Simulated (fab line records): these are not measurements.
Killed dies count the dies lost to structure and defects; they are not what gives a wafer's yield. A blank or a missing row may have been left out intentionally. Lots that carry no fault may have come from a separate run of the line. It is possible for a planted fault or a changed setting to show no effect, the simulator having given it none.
fab line records | flow nand-harc
[record] lots = 5 | wafers = 15 | last-day = 33
route steps=1302 shown A_M1@1179 END@1302
lots with no fault: from the same line, run without faults
start-h: hours from the record's first day to the start of the lot's first wafer shown | wait-h: hours elapsed since this lot's preceding step | " repeats the value in the row above | L1.1+2: a row that stands for several wafers | - no value present, or no start provided | * or withheld: withheld | < > ~ a bound
route shown NAME@n: a module of which the file shows steps, and the number in the route of the first | usual: mean and standard deviation over wafers with no fault | same: alike in all rows | chamber/n: place in a boat | sites: per-site readings | _std_site: their standard deviation | _edge_site: outer sites' mean less inner sites' | radius-mm: for every site, how far away it sits from the centre of the wafer | mask NAME#n: copy n | behind: the most recent tool/chamber to have shaped the wafer | hold: cause of the lot's hold/its duration in hours/its outcome | device: whichever transistor did not switch (one of n, p or np) | end of line: the same wafers' tests at the end of the route | a step given without rows: its recipe and nothing more | killed: at the first sort, the dies lost to defects and structure; wafer yield is something else | map: dies across one wafer; x = killed, . = not, _ = none there
set.NAME: the setting the step ran with; set.NAME@STEP: the setting that earlier step ran with | model.NAME: the simulator's own value behind a step, which no gauge read
lots at selected steps of the route; one table per step, one row per wafer
services: a tool's chamber out of use, with start hour (start-h, from the record's first day; less than 0 if before it), hours out, and reason
[[steps]]
[step NHARC_A_M1_CD_MEAS_09]
[recipe] target-cd-nm = 120 | landing-energy-ev = 500
[usual] cd-nm = 119.9/0.81
lot.wafer | tool      | chamber | start-h | wait-h | cd-nm
L294.2    | cd-sem-01 | 0       | 561.30  | -      | 119.7
L294.5    | "         | 0       | "       | "      | 120.1
L294.6    | "         | 0       | "       | "      | 120.8
L298.3    | cd-sem-01 | 0       | 589.91  | -      | 119.7
L298.4    | "         | 0       | "       | "      | 120.3
L298.5    | "         | 0       | "       | "      | 120.4
L306.1    | cd-sem-01 | 0       | 671.61  | -      | 120.0
L306.2    | "         | 0       | "       | "      | 119.0
L306.3    | "         | 0       | "       | "      | 118.6
L309.1    | cd-sem-03 | 0       | 708.84  | -      | 119.6
L309.2    | "         | 0       | "       | "      | 119.6
L309.5    | "         | 0       | "       | "      | 120.8
L314.1    | cd-sem-02 | 0       | 755.29  | -      | 119.6
L314.2    | "         | 0       | "       | "      | 119.1
L314.6    | "         | 0       | "       | "      | 120.3
[step NHARC_A_M1_OVL_MEAS_10]
[recipe] pitch-nm = 240
[usual] overlay-x-nm = 0.0/0.75 | overlay-y-nm = -0.1/0.83
lot.wafer | tool       | chamber | start-h | wait-h | overlay-x-nm | overlay-y-nm
L294.2    | overlay-02 | -       | 561.39  | -      | -0.7         | 1.1
L294.5    | "          | -       | "       | "      | -0.9         | 1.2
L294.6    | "          | -       | "       | "      | -0.3         | 1.3
L298.3    | overlay-02 | -       | 590.00  | -      | -0.7         | -0.3
L298.4    | "          | -       | "       | "      | -0.8         | -0.1
L298.5    | "          | -       | "       | "      | -0.5         | -0.4
L306.1    | overlay-01 | -       | 671.69  | -      | 0.7          | -0.3
L306.2    | "          | -       | "       | "      | 0.9          | -0.8
L306.3    | "          | -       | "       | "      | 0.9          | -0.7
L309.1    | overlay-01 | -       | 708.93  | -      | -0.3         | -0.1
L309.2    | "          | -       | "       | "      | -0.2         | -0.2
L309.5    | "          | -       | "       | "      | -0.5         | -0.4
L314.1    | overlay-02 | -       | 755.37  | -      | 0.2          | 0.5
L314.2    | "          | -       | "       | "      | 0.3          | 0.6
L314.6    | "          | -       | "       | "      | -0.3         | 1.1
[step NHARC_A_M1_INSPECT_11]
[usual] raw-defect-count = 88/39
lot.wafer | tool              | chamber | start-h | wait-h | raw-defect-count
L294.2    | defect-inspect-01 | -       | 561.42  | 0.0    | 117
L294.5    | "                 | -       | "       | "      | 118
L294.6    | "                 | -       | "       | "      | 100
L298.3    | defect-inspect-01 | -       | 590.04  | 0.0    | 25
L298.4    | "                 | -       | "       | "      | 30
L298.5    | "                 | -       | "       | "      | 30
L306.1    | defect-inspect-02 | -       | 671.73  | 0.0    | 33
L306.2    | "                 | -       | "       | "      | 28
L306.3    | "                 | -       | "       | "      | 42
L309.1    | defect-inspect-02 | -       | 708.96  | 0.0    | 30
L309.2    | "                 | -       | "       | "      | 27
L309.5    | "                 | -       | "       | "      | 38
L314.1    | defect-inspect-01 | -       | 755.41  | 0.0    | 114
L314.2    | "                 | -       | "       | "      | 106
L314.6    | "                 | -       | "       | "      | 103
[step NHARC_A_M1_DESCUM_14]
[recipe] time-s = 3 | o2-flow-sccm = 200 | ar-flow-sccm = 0 | bias-power-w = 0 | chemistry = O2
[usual] drypump-motor-current-A = 5.8/0.48 | oes-product-au = 1.003/0.012 | rf-vpp-V = 57.9/0.77 | showerhead-plenum-p-Torr = 1.94/0.059 | throttle-valve-pct = 11.312/0.0087
[same] bias-power-w = 0
lot.wafer | tool        | chamber | start-h | wait-h | drypump-motor-current-A | oes-product-au | rf-hours-counter-h | rf-vpp-V | showerhead-plenum-p-Torr | throttle-valve-pct
L294.2    | rie-diel-06 | 1       | 561.51  | 0.1    | 5.1                     | 0.989          | 4.0                | 57.7     | 1.91                     | 11.304
L294.6    | "           | 2       | "       | "      | 5.7                     | 1.013          | -                  | 57.7     | 2.00                     | 11.306
L294.5    | "           | 3       | "       | "      | 6.5                     | 1.014          | -                  | 58.4     | 1.87                     | 11.316
L298.4    | rie-diel-01 | 3       | 590.10  | 0.1    | 5.4                     | 1.001          | 0.3                | 58.6     | 1.92                     | 11.315
L298.3    | "           | 0       | "       | "      | 5.5                     | 1.023          | 0.4                | 56.6     | 1.78                     | 11.318
L298.5    | "           | 3       | "       | "      | 5.4                     | 0.999          | -                  | 57.5     | 1.92                     | 11.319
L306.3    | rie-diel-06 | 0       | 671.79  | 0.1    | 5.7                     | 1.005          | 0                  | 56.7     | 1.96                     | 11.307
L306.1    | "           | 1       | "       | "      | 5.1                     | 0.997          | 0                  | 57.0     | 1.91                     | 11.326
L306.2    | "           | 3       | "       | "      | 6.5                     | 1.023          | 0                  | 57.0     | 1.87                     | 11.303
L309.2    | rie-diel-06 | 0       | 709.03  | 0.1    | 5.7                     | 1.011          | 1.8                | 57.8     | 1.96                     | 11.330
L309.1    | "           | 2       | "       | "      | 5.7                     | 1.007          | 2.1                | 56.9     | 2.00                     | 11.305
L309.5    | "           | 0       | "       | "      | 5.6                     | 0.996          | -                  | 57.5     | 1.96                     | 11.317
L314.2    | rie-diel-06 | 3       | 755.47  | 0.1    | 6.5                     | 1.009          | 5.0                | 58.1     | 1.87                     | 11.321
L314.1    | "           | 2       | "       | "      | 5.7                     | 1.004          | 5.2                | 57.6     | 2.00                     | 11.321
L314.6    | "           | 0       | "       | "      | 5.7                     | 1.004          | -                  | 58.1     | 1.96                     | 11.304
[step NHARC_A_M1_ETCH_35]
[recipe] target-depth-a = 400 | overetch-a = 120 | time-s = 43.94 | ion-energy-ev = 200 | n2-flow-sccm = 150 | h2-flow-sccm = 150 | ar-flow-sccm = 0 | rf-w = 400 | bias-w = 150 | chemistry = N2/H2
[step NHARC_A_M1_ETCH_15]
[recipe] target-depth-a = 1825 | time-s = 91.2 | c4f8-flow-sccm = withheld | ar-flow-sccm = 400 | rf-w = 600 | bias-w = 300 | chemistry = C4F8/Ar
[usual] oes-product-au = 0.965/0.019 | rf-vpp-V = 441.7/2.1
lot.wafer | tool        | chamber | start-h | wait-h | oes-product-au | rf-hours-counter-h | rf-vpp-V
L294.2    | rie-diel-06 | 3       | -       | -      | 0.978          | 4.2                | 438.9
L294.5    | "           | 2       | "       | "      | 0.963          | -                  | 443.6
L294.6    | "           | 3       | "       | "      | 0.972          | -                  | 440.5
L298.4    | rie-diel-01 | 0       | -       | -      | 0.982          | 0.4                | 435.3
L298.3    | "           | 2       | "       | "      | 0.976          | 0.4                | 442.7
L298.5    | "           | 0       | "       | "      | 0.992          | -                  | 435.8
L306.1    | rie-diel-06 | 0       | -       | -      | 0.964          | 0.0                | 441.4
L306.3    | "           | 1       | "       | "      | 0.958          | 0.0                | 442.1
L306.2    | "           | 2       | "       | "      | 0.972          | 0.0                | 445.8
L309.2    | rie-diel-06 | 2       | -       | -      | 0.987          | 2.2                | 444.2
L309.1    | "           | 0       | "       | "      | 0.951          | 1.8                | 442.1
L309.5    | "           | 2       | "       | "      | 0.983          | -                  | 443.6
L314.2    | rie-diel-06 | 3       | -       | -      | 0.959          | 5.0                | 439.6
L314.1    | "           | 1       | "       | "      | 0.959          | 4.7                | 439.4
L314.6    | "           | 2       | "       | "      | 0.966          | -                  | 442.7
[step NHARC_A_M1_CD_MEAS_16]
[usual] cd-nm = 119.8/1.1
lot.wafer | tool      | chamber | start-h | wait-h | cd-nm
L294.2    | cd-sem-03 | -       | 561.79  | -      | 120.0
L294.5    | "         | -       | "       | "      | 119.0
L294.6    | "         | -       | "       | "      | 121.4
L298.3    | cd-sem-02 | -       | 590.41  | -      | 121.3
L298.4    | "         | -       | "       | "      | 121.0
L298.5    | "         | -       | "       | "      | 120.6
L306.1    | cd-sem-01 | -       | 672.10  | -      | 119.4
L306.2    | "         | -       | "       | "      | 119.1
L306.3    | "         | -       | "       | "      | 116.9
L309.1    | cd-sem-02 | -       | 709.33  | -      | 120.0
L309.2    | "         | -       | "       | "      | 120.0
L309.5    | "         | -       | "       | "      | 120.3
L314.1    | cd-sem-02 | -       | 755.78  | -      | 120.0
L314.2    | "         | -       | "       | "      | 119.9
L314.6    | "         | -       | "       | "      | 119.3
[step NHARC_A_M1_STRIP_18]
[recipe] power-w = 1000 | n2-flow-sccm = 150 | h2-flow-sccm = 150 | ar-flow-sccm = 0 | bias-w = 0 | chemistry = N2/H2
[usual] drypump-motor-current-A = 5.7/0.43 | n2-flow-sccm = 150.0/0.48 | oes-product-au = 1.001/0.012 | rf-vpp-V = 90.9/0.99 | showerhead-plenum-p-Torr = 2.08/0.074 | throttle-valve-pct = 14.172/0.0096
lot.wafer | tool        | chamber | start-h | wait-h | drypump-motor-current-A | n2-flow-sccm | oes-product-au | rf-hours-counter-h | rf-vpp-V | showerhead-plenum-p-Torr | throttle-valve-pct
L294.2    | rie-diel-06 | 0       | 561.91  | 0.1    | 5.6                     | 151.1        | 1.000          | 4.1                | 91.8     | 2.10                     | 14.179
L294.5    | "           | 2       | "       | "      | 5.7                     | 149.8        | 0.997          | -                  | 90.9     | 2.14                     | 14.174
L294.6    | "           | 3       | "       | "      | 6.6                     | 150.0        | 1.009          | -                  | 89.7     | 2.00                     | 14.174
L298.4    | rie-diel-01 | 2       | 590.47  | 0.1    | 5.8                     | 149.3        | 1.011          | 0.5                | 89.8     | 2.10                     | 14.186
L298.3    | "           | 1       | "       | "      | 6.1                     | 150.2        | 1.008          | 0.6                | 91.0     | 2.09                     | 14.164
L298.5    | "           | 2       | "       | "      | 5.8                     | 149.3        | 1.015          | -                  | 89.9     | 2.10                     | 14.177
L306.1    | rie-diel-01 | 3       | 672.17  | 0.1    | 5.4                     | 149.8        | 1.003          | 2.1                | 90.0     | 2.04                     | 14.172
L306.2    | "           | 0       | "       | "      | 5.4                     | 150.4        | 1.019          | 2.5                | 89.5     | 1.90                     | 14.168
L306.3    | "           | 1       | "       | "      | 6.1                     | 150.5        | 1.005          | 2.5                | 90.1     | 2.09                     | 14.167
L309.1    | rie-diel-09 | 2       | 709.40  | 0.1    | 5.2                     | 149.4        | 0.997          | 1.9                | 90.4     | 2.04                     | 14.177
L309.2    | "           | 1       | "       | "      | 5.4                     | 149.1        | 0.983          | 2.0                | 91.2     | 2.16                     | 14.176
L309.5    | "           | 3       | "       | "      | 6.2                     | 150.1        | 0.991          | -                  | 91.7     | 2.11                     | 14.171
L314.2    | rie-diel-09 | 0       | 755.88  | 0.1    | 5.7                     | 149.9        | 1.017          | 4.2                | 92.9     | 2.20                     | 14.186
L314.1    | "           | 1       | "       | "      | 5.4                     | 150.9        | 0.989          | 4.2                | 92.4     | 2.16                     | 14.181
L314.6    | "           | 3       | "       | "      | 6.2                     | 150.1        | 0.983          | -                  | 91.7     | 2.11                     | 14.171
[step NHARC_A_M1_ETCH_28]
[recipe] target-depth-a = 300 | over-etch-frac = 0.3 | time-s = 72.99 | ion-energy-ev = 150 | cf4-flow-sccm = 50 | n2-flow-sccm = 100 | ar-flow-sccm = 150 | rf-w = 300 | bias-w = 100 | chemistry = CF4/N2
[usual] drypump-motor-current-A = 5.7/0.42 | n2-flow-sccm = 100.0/0.32 | oes-product-au = 1.001/0.011 | rf-vpp-V = 315.0/1.8 | showerhead-plenum-p-Torr = 2.68/0.093 | throttle-valve-pct = 19.795/0.0096
lot.wafer | tool        | chamber | start-h | wait-h | drypump-motor-current-A | n2-flow-sccm | oes-product-au | rf-hours-counter-h | rf-vpp-V | showerhead-plenum-p-Torr | throttle-valve-pct
L294.2    | rie-diel-06 | 1       | -       | -      | 5.1                     | 100.2        | 0.983          | 4.1                | 313.3    | 2.63                     | 19.794
L294.5    | "           | 2       | "       | "      | 5.7                     | 100.2        | 1.001          | -                  | 316.2    | 2.74                     | 19.806
L294.6    | "           | 3       | "       | "      | 6.6                     | 100.4        | 1.025          | -                  | 311.9    | 2.57                     | 19.813
L298.3    | rie-diel-01 | 3       | -       | -      | 5.4                     | 100.4        | 1.000          | 0.4                | 314.4    | 2.63                     | 19.797
L298.4    | "           | 0       | "       | "      | 5.5                     | 99.9         | 1.019          | 0.5                | 311.9    | 2.46                     | 19.788
L298.5    | "           | 0       | "       | "      | 5.5                     | 100.2        | 1.020          | -                  | 312.1    | 2.46                     | 19.795
L306.1    | rie-diel-01 | 0       | -       | -      | 5.4                     | 100.2        | 1.005          | 2.5                | 311.5    | 2.46                     | 19.808
L306.2    | "           | 1       | "       | "      | 6.2                     | 99.7         | 1.011          | 2.5                | 315.8    | 2.69                     | 19.789
L306.3    | "           | 2       | "       | "      | 5.8                     | 100.7        | 1.014          | 2.1                | 314.7    | 2.69                     | 19.796
L309.1    | rie-diel-09 | 3       | -       | -      | 6.2                     | 100.1        | 0.998          | 1.8                | 316.1    | 2.71                     | 19.802
L309.2    | "           | 0       | "       | "      | 5.7                     | 100.1        | 1.009          | 2.0                | 318.6    | 2.81                     | 19.801
L309.5    | "           | 2       | "       | "      | 5.1                     | 100.2        | 1.000          | -                  | 313.1    | 2.62                     | 19.790
L314.2    | rie-diel-09 | 2       | -       | -      | 5.1                     | 100.2        | 1.006          | 4.2                | 315.7    | 2.62                     | 19.778
L314.1    | "           | 3       | "       | "      | 6.2                     | 100.0        | 0.991          | 4.5                | 316.3    | 2.71                     | 19.800
L314.6    | "           | 0       | "       | "      | 5.7                     | 100.4        | 1.011          | -                  | 315.7    | 2.81                     | 19.800
[step NHARC_A_M1_STRIP_19]
[recipe] time-s = 600 | temp-c = 30 | chemistry = post-etch-residue-remover
[step NHARC_A_M1_DEGAS_29]
[recipe] temp-c = 250 | time-s = 60
[step NHARC_A_M1_PRE_CLEAN_30]
[recipe] time-s = 30 | temp-c = 280 | gas = H2/He
[usual] heater-power-w = 394/31
lot.wafer | tool           | chamber | start-h | wait-h | heater-power-w
L294.2    | pvd-sputter-01 | -       | -       | -      | 411
L294.6    | "              | -       | "       | "      | 395
L294.5    | "              | -       | "       | "      | 381
L298.3    | pvd-sputter-03 | -       | -       | -      | 363
L298.4    | "              | -       | "       | "      | 390
L298.5    | "              | -       | "       | "      | 348
L306.1    | pvd-sputter-01 | -       | -       | -      | 403
L306.3    | "              | -       | "       | "      | 387
L306.2    | "              | -       | "       | "      | 337
L309.1    | pvd-sputter-02 | -       | -       | -      | 427
L309.2    | "              | -       | "       | "      | 394
L309.5    | "              | -       | "       | "      | 408
L314.2    | pvd-sputter-02 | -       | -       | -      | 381
L314.1    | "              | -       | "       | "      | 395
L314.6    | "              | -       | "       | "      | 406
[step NHARC_A_M1_PVD_20]
[recipe] target-thk-a = 50 | bias-v = 168.6 | power-w = 15000 | chamber-pressure-pa = 0.12 | time-s = 8.06 | substrate-temp-c = 50 | material = TaN
[usual] throttle-valve-pct = 29.6/0.92 | time-s = 8.06/0
lot.wafer | tool           | chamber | start-h | wait-h | throttle-valve-pct | time-s
L294.2    | pvd-sputter-01 | -       | 562.63  | -      | 29.5               | 8.06
L294.5    | "              | -       | "       | "      | 27.9               | 8.06
L294.6    | "              | -       | "       | "      | 29.4               | 8.06
L298.3    | pvd-sputter-03 | -       | 591.22  | -      | 29.4               | 8.06
L298.4    | "              | -       | "       | "      | 30.4               | 8.06
L298.5    | "              | -       | "       | "      | 30.4               | 8.06
L306.2    | pvd-sputter-01 | -       | 672.92  | -      | 27.9               | 8.06
L306.3    | "              | -       | "       | "      | 29.3               | 6.9754
L306.1    | "              | -       | "       | "      | 29.8               | 6.9754
L309.2    | pvd-sputter-02 | -       | 710.15  | -      | 30.1               | 8.06
L309.1    | "              | -       | "       | "      | 29.2               | 8.06
L309.5    | "              | -       | "       | "      | 29.6               | 8.06
L314.1    | pvd-sputter-02 | -       | 756.61  | -      | 31.9               | 8.06
L314.2    | "              | -       | "       | "      | 29.9               | 8.06
L314.6    | "              | -       | "       | "      | 29.0               | 8.06
[step NHARC_A_M1_PVD_21]
[recipe] target-thk-a = 300 | chamber-pressure-pa = 5 | power-w = 5000 | substrate-temp-c = 30 | time-s = 20.49 | material = Cu
[step NHARC_END_SORT_01]
[recipe] temp-c = 25
[usual] defect-limited-yield = 91/3 | killed-at-array = 59/21 | killed-at-other = 0.8/1.1 | killed-at-periphery = 4.1/2.8 | killed-dies = 64/20 | killed-open = 3.1/1.7 | killed-short = 2.4/1.6
[same] gross-dies = 677
lot.wafer | tool      | chamber | start-h | wait-h | defect-limited-yield[%] | killed-at-array | killed-at-other | killed-at-periphery | killed-dies | killed-open | killed-short
L294.2    | prober-01 | 0       | 603.13  | 2.8    | 90                      | 66              | 2               | 0                   | 68          | 3           | 3
L294.5    | prober-01 | 0       | 605.52  | 3.7    | 88                      | 78              | 4               | 0                   | 82          | 2           | 1
L294.6    | prober-01 | 0       | 606.32  | 4.0    | 88                      | 81              | 0               | 0                   | 81          | 2           | 5
L298.3    | prober-01 | 0       | 629.20  | 3.1    | 96                      | 26              | 1               | 2                   | 29          | 3           | 3
L298.4    | prober-01 | 0       | 630.01  | 3.4    | 94                      | 34              | 1               | 3                   | 38          | 3           | 6
L298.5    | prober-01 | 0       | 630.81  | 3.7    | 95                      | 31              | 0               | 4                   | 35          | 7           | 1
L306.1    | prober-01 | 0       | 704.05  | 2.5    | 94                      | 30              | 1               | 8                   | 39          | 5           | 2
L306.2    | prober-01 | 0       | 704.84  | 2.8    | 94                      | 34              | 2               | 5                   | 41          | 5           | 1
L306.3    | prober-01 | 0       | 705.63  | 3.1    | 92                      | 45              | 2               | 7                   | 54          | 8           | 4
L309.1    | prober-01 | 0       | 743.48  | 2.5    | 94                      | 35              | 1               | 8                   | 44          | 5           | 7
L309.2    | prober-01 | 0       | 744.30  | 2.8    | 96                      | 25              | 0               | 4                   | 29          | 1           | 1
L309.5    | prober-01 | 0       | 746.75  | 3.8    | 94                      | 37              | 1               | 3                   | 41          | 2           | 2
L314.1    | prober-01 | 0       | 792.80  | 2.5    | 88                      | 78              | 0               | 4                   | 82          | 2           | 1
L314.2    | prober-01 | 0       | 793.60  | 2.8    | 87                      | 82              | 1               | 7                   | 90          | 3           | 5
L314.6    | prober-01 | 0       | 796.81  | 4.0    | 91                      | 59              | 2               | 1                   | 62          | 1           | 4
// killed by level:class
L294.2 A_CHANNEL_HOLE_D1:chamber-film-flake=26 A_SLIT:chamber-film-flake=23 A_CHANNEL_HOLE_D2:chamber-film-flake=4 A_STAIRCASE:chamber-film-flake=3 A_CONTACT:chamber-film-flake=3 A_ONON_D1:geometric-particle:open=1 A_CHANNEL_FILL_D1:geometric-particle:short=1 A_ONON_D2:geometric-particle:short=1
L294.5 A_SLIT:chamber-film-flake=29 A_CHANNEL_HOLE_D1:chamber-film-flake=27 A_CHANNEL_HOLE_D2:chamber-film-flake=11 A_CONTACT:chamber-film-flake=5 THIN_TSV:chamber-film-flake=4 A_SOURCE_PLATE:geometric-particle:open=1 A_ONON_D1:geometric-particle:open=1 A_CHANNEL_HOLE_D1:geometric-particle:short=1
L294.6 A_CHANNEL_HOLE_D1:chamber-film-flake=34 A_SLIT:chamber-film-flake=22 A_CHANNEL_HOLE_D2:chamber-film-flake=12 A_CHANNEL_FILL_D2:geometric-particle:short=3 A_CONTACT:chamber-film-flake=3 A_SOURCE_PLATE:geometric-particle:short=1 A_ONON_D1:geometric-particle:open=1 A_CHANNEL_FILL_D2:geometric-particle:open=1
L298.3 A_CHANNEL_HOLE_D2:chamber-film-flake=8 A_CHANNEL_HOLE_D1:chamber-film-flake=5 A_CHANNEL_FILL_D2:geometric-particle:short=3 A_BLC:chamber-film-flake=3 A_SLIT:chamber-film-flake=2 A_CONTACT:chamber-film-flake=2 P_GATE:geometric-particle:open=1 A_M0:geometric-particle:open=1
L298.4 A_CHANNEL_HOLE_D2:chamber-film-flake=16 A_BLC:chamber-film-flake=3 A_WL_FILL:chamber-film-flake=2 A_DECK1_JOINT:chamber-film-flake=2 P_STI:geometric-particle:short=1 P_STI:geometric-particle:open=1 A_SOURCE_PLATE:geometric-particle:short=1 A_ONON_D1:geometric-particle:open=1
L298.5 A_CHANNEL_HOLE_D2:chamber-film-flake=11 A_BLC:chamber-film-flake=7 A_M0:geometric-particle:open=2 A_CHANNEL_HOLE_D1:chamber-film-flake=2 A_CONTACT:chamber-film-flake=2 P_CONTACT:geometric-particle:open=1 P_M2:geometric-particle:open=1 A_ONON_D1:geometric-particle:open=1
L306.1 A_CHANNEL_HOLE_D1:chamber-film-flake=12 A_CONTACT:chamber-film-flake=5 P_M1:chamber-film-flake=4 A_SLIT:chamber-film-flake=4 A_DECK1_JOINT:geometric-particle:open=2 P_GATE:chamber-film-flake=2 P_GATE:geometric-particle:open=1 A_ONON_D1:geometric-particle:short=1
L306.2 A_CONTACT:chamber-film-flake=11 A_CHANNEL_HOLE_D1:chamber-film-flake=10 A_M1:chamber-film-flake=6 A_SLIT:chamber-film-flake=3 P_GATE:chamber-film-flake=2 P_STI:geometric-particle:open=1 P_M0:geometric-particle:open=1 A_ONON_D2:geometric-particle:open=1
L306.3 A_CONTACT:chamber-film-flake=14 A_CHANNEL_HOLE_D1:chamber-film-flake=12 A_SLIT:chamber-film-flake=5 P_M1:chamber-film-flake=3 A_CHANNEL_FILL_D2:geometric-particle:open=2 A_M0:geometric-particle:open=2 P_GATE:chamber-film-flake=2 A_DECK1_JOINT:chamber-film-flake=2
L309.1 A_CHANNEL_HOLE_D1:chamber-film-flake=9 A_CONTACT:chamber-film-flake=7 A_SLIT:chamber-film-flake=6 A_STAIRCASE:chamber-film-flake=3 A_WL_FILL:chamber-film-flake=3 P_GATE:geometric-particle:short=2 A_ONON_D2:geometric-particle:open=2 P_BONDPAD:chamber-film-flake=2
L309.2 A_CHANNEL_HOLE_D1:chamber-film-flake=11 A_CONTACT:chamber-film-flake=5 A_SLIT:chamber-film-flake=3 A_WL_FILL:chamber-film-flake=3 P_BONDPAD:chamber-film-flake=2 A_ONON_D1:geometric-particle:open=1 A_CONTACT:geometric-particle:short=1 P_STI:chamber-film-flake=1
L309.5 A_CHANNEL_HOLE_D1:chamber-film-flake=19 A_SLIT:chamber-film-flake=7 A_CONTACT:chamber-film-flake=5 A_WL_FILL:chamber-film-flake=2 P_CONTACT:geometric-particle:open=1 A_CHANNEL_FILL_D1:geometric-particle:short=1 A_BLC:geometric-particle:open=1 P_STI:chamber-film-flake=1
L314.1 A_CHANNEL_HOLE_D2:chamber-film-flake=23 A_CHANNEL_HOLE_D1:chamber-film-flake=20 A_CONTACT:chamber-film-flake=13 A_SLIT:chamber-film-flake=12 A_WL_FILL:chamber-film-flake=5 P_GATE:chamber-film-flake=3 A_STAIRCASE:chamber-film-flake=2 P_GATE:geometric-particle:open=1
L314.2 A_CHANNEL_HOLE_D2:chamber-film-flake=31 A_CHANNEL_HOLE_D1:chamber-film-flake=15 A_CONTACT:chamber-film-flake=14 A_SLIT:chamber-film-flake=13 P_GATE:chamber-film-flake=3 P_ZERO_WELL:chamber-film-flake=2 P_GATE:geometric-particle:short=1 P_CONTACT:geometric-particle:open=1
L314.6 A_CHANNEL_HOLE_D2:chamber-film-flake=26 A_CONTACT:chamber-film-flake=11 A_CHANNEL_HOLE_D1:chamber-film-flake=8 A_SLIT:chamber-film-flake=6 A_WL_FILL:chamber-film-flake=2 THIN_TSV:chamber-film-flake=2 A_ONON_D1:geometric-particle:open=1 A_CHANNEL_HOLE_D1:geometric-particle:short=1
[[services]]
tool           | chamber | start-h | hours | kind
rie-diel-01    | 0       | 539.28  | 3.0   | repair
rie-diel-06    | 0       | 542.45  | -     | clean
rie-diel-06    | 1       | 542.45  | -     | clean
pvd-sputter-03 | -       | 551.68  | 0.6   | repair
rie-diel-01    | -       | 557.82  | 9.0   | pm
pvd-sputter-03 | -       | 558.85  | 0.9   | repair
pvd-sputter-03 | -       | 562.84  | 2.1   | repair
pvd-sputter-03 | -       | 571.23  | 4.5   | repair
pvd-sputter-01 | -       | 585.81  | 10.0  | pm
rie-diel-06    | 1       | 600.42  | 3.5   | repair
rie-diel-01    | 2       | 607.39  | 15.4  | repair
rie-diel-01    | 3       | 621.53  | 10.6  | repair
pvd-sputter-03 | -       | 628.77  | 1.0   | repair
pvd-sputter-02 | -       | 638.33  | 10.0  | pm
rie-diel-09    | 2       | 639.37  | 20.3  | repair
pvd-sputter-01 | -       | 657.84  | 2.3   | repair
rie-diel-06    | -       | 661.42  | 9.0   | pm
rie-diel-09    | -       | 674.11  | 9.0   | pm
pvd-sputter-01 | -       | 674.27  | 1.3   | repair
rie-diel-01    | -       | 676.24  | 4.4   | repair
rie-diel-09    | -       | 703.33  | 0.5   | repair
pvd-sputter-03 | -       | 704.01  | 10.0  | pm
rie-diel-01    | -       | 734.82  | 9.0   | pm
rie-diel-09    | 0       | 740.32  | 7.1   | repair
[[key]]
[first-sign] step = NHARC_A_M1_PVD_20 | reading = time-s | direction = down | sigmas = 99+ | usual = * | struck = *
effect none on later readings
met-at NHARC_A_M1_PVD_20
struck-wafers L306.1,L306.3
onset-between 562.63 672.92
[fault] kind = process-parameter-drift | tool = pvd-sputter-01 | chamber = - | onset-h = 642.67 | steps = NHARC_A_M1_PVD_20 | channel = time-s | offset = * | shape = step | end-h = 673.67 | scope = struck-wafers-only | acts-in = * | stated = *
